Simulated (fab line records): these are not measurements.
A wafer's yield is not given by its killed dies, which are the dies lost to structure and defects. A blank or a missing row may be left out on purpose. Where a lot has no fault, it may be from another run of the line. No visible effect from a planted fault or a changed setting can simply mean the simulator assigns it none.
A struck lot beside a sound one || flow n5 finfet || 16 out of 1938 route steps
Sound: the wafers L898.3, L898.5, L898.6. Wafers L902.1, L902.3, L902.4 were the ones struck. Last of all comes the cause.
At each step with rows: each side's tool, then ch and its chambers, then its first start. Under that, the readings that differ: sound wafers || struck wafers || difference of the means || sigmas: that difference in standard deviations of wafers without a fault.
alike: same words and numbers on both sides, and readings whose means sit less than 2 such deviations apart. not compared: any withheld reading, any reading some wafer has no value for, any bound like >300 that may hide the same value, and any number with overlapping values for which the record gives no deviation.
A row with sigmas, a row that says differs or no value, or rows on one side alone: a step with any of these is where the two part. Non-overlapping numbers with no deviation appear without sigmas and do not part them. A reading missing from all wafers of one side parts the sides only when that side holds two or more wafers.

N5_DUMMY_GATE_ETCH_42: etches SiO2 in CHF3/O2, target depth 3.5 nm, time 31 s.
  sound on rie diel-05 ch 0,1,3, day 3 10:55; struck on rie diel-06 ch 0,2,3, day 4 13:08
  alike: CHF3_flow_sccm, drypump motor current A, mfc ar sccm, oes product au, rf vpp V, showerhead plenum p Torr, throttle valve pct
  not compared: rf hours counter h
N5_DUMMY_GATE_STRIP_48: strips in N2/H2, time 20 s.
  sound on rie diel-05 ch 0,1,3, day 3 10:58; struck on rie diel-06 ch 0,2,3, day 4 13:11
  alike: drypump motor current A, oes product au, rf vpp V, showerhead plenum p Torr, throttle valve pct
  not compared: rf hours counter h
then, 5 steps without rows for these wafers: N5_DUMMY_GATE_PRECLEAN_33 (cleans in dHF, time 10 s); N5_DUMMY_GATE_PRECLEAN_25 (cleans in O3/DIW, time 45 s); N5_DUMMY_GATE_PRECLEAN_51 (cleans in SC2, time 45 s); N5_DUMMY_GATE_SRD_26 (time 30 s); N5_DUMMY_GATE_UV_OZONE_45 (time 120 s).
N5_DUMMY_GATE_INSPECT_27: inspects for defects (brightfield).
  struck on defect inspect-02, day 4 13:22; sound on defect inspect-01, day 3 11:10
  alike: raw defect count
N5_SPACER0_ALD_07: deposits SiNx, target thk 2 nm.
  sound on ald sin-01 ch 0,1,2, day 3 11:11; struck on ald sin-01 ch 1,2,3, day 4 13:25
  alike: heater power w
N5_SPACER0_ALD_00: deposits SiOCN, target thk 3.5 nm, pulse time 3 s, purge time 2 s.
  sound on ald sin-01 ch 0,1,2, day 3 11:20; struck on ald sin-01 ch 1,2,3, day 4 13:34
  alike: heater power w, precursor pulse height rel
N5_SPACER0_ALD_08: deposits SiNx, target thk 2 nm.
  sound on ald sin-01 ch 0,1,2, day 3 11:36; struck on ald sin-01 ch 1,2,3, day 4 13:49
  alike: heater power w
N5_SPACER0_INSPECT_04: inspects for defects (darkfield).
  struck on defect inspect-02, day 4 13:59; sound on defect inspect-02, day 3 11:46
  alike: raw defect count
N5_SD_EPI_N_COAT_32: time 60 s, resist thk 350 nm.
  sound on litho track-02 ch 0, day 3 11:47; struck on litho track-02 ch 0, day 4 14:01
{"reading": "spin speed rpm (rpm)", "sound": "1499.8 1499.8 1501.4", "struck": "1460.3 1460.7 1460.1", "difference": -40.0, "sigmas": -42}
{"reading": "model.SOC_of_SD_EPI_N_COAT_32.thk nm (nm)", "sound": "351.2 350.8 351.2", "struck": "353 353.8 354", "difference": "+3", "sigmas": ""}
then, 1 step without rows for these wafers: N5_SD_EPI_N_COAT_33 (time 60 s, resist thk 35 nm).
-- a jump in the record: the struck wafers' starts before and after are 5 days apart (it breaks off in module SD_EPI_N and resumes in module BEOL_M4, where the first step shown is number 1111 of the route) --
N5_BEOL_M4_RC_MEAS_101:
  sound on prober-02 ch 0, day 8 18:21; struck on prober-01 ch 0, day 9 18:11
  alike: DIBL_N, DIBL_P, IOFF_N, IOFF_P, ION_N, ION_P, SS_N, SS_P, VT_N, VT_P
-- record jumps: 4 days separate the struck wafers' starts on either side; left off in module BEOL_M4, taken up again in module PASSIVATION, whose first shown step is the route's number 1936 --
N5_PASSIVATION_PROBE_49:
  record: rows for the struck wafers here (prober-01, day 13 18:43), none for the sound ones

== WHERE THEY PART ==
Earliest at N5_SD_EPI_N_COAT_32; latest, in this record, at N5_PASSIVATION_PROBE_49.

WHY: whatever the simulator had introduced
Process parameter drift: litho track-02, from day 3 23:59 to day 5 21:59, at N5_SD_EPI_N_COAT_32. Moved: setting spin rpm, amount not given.
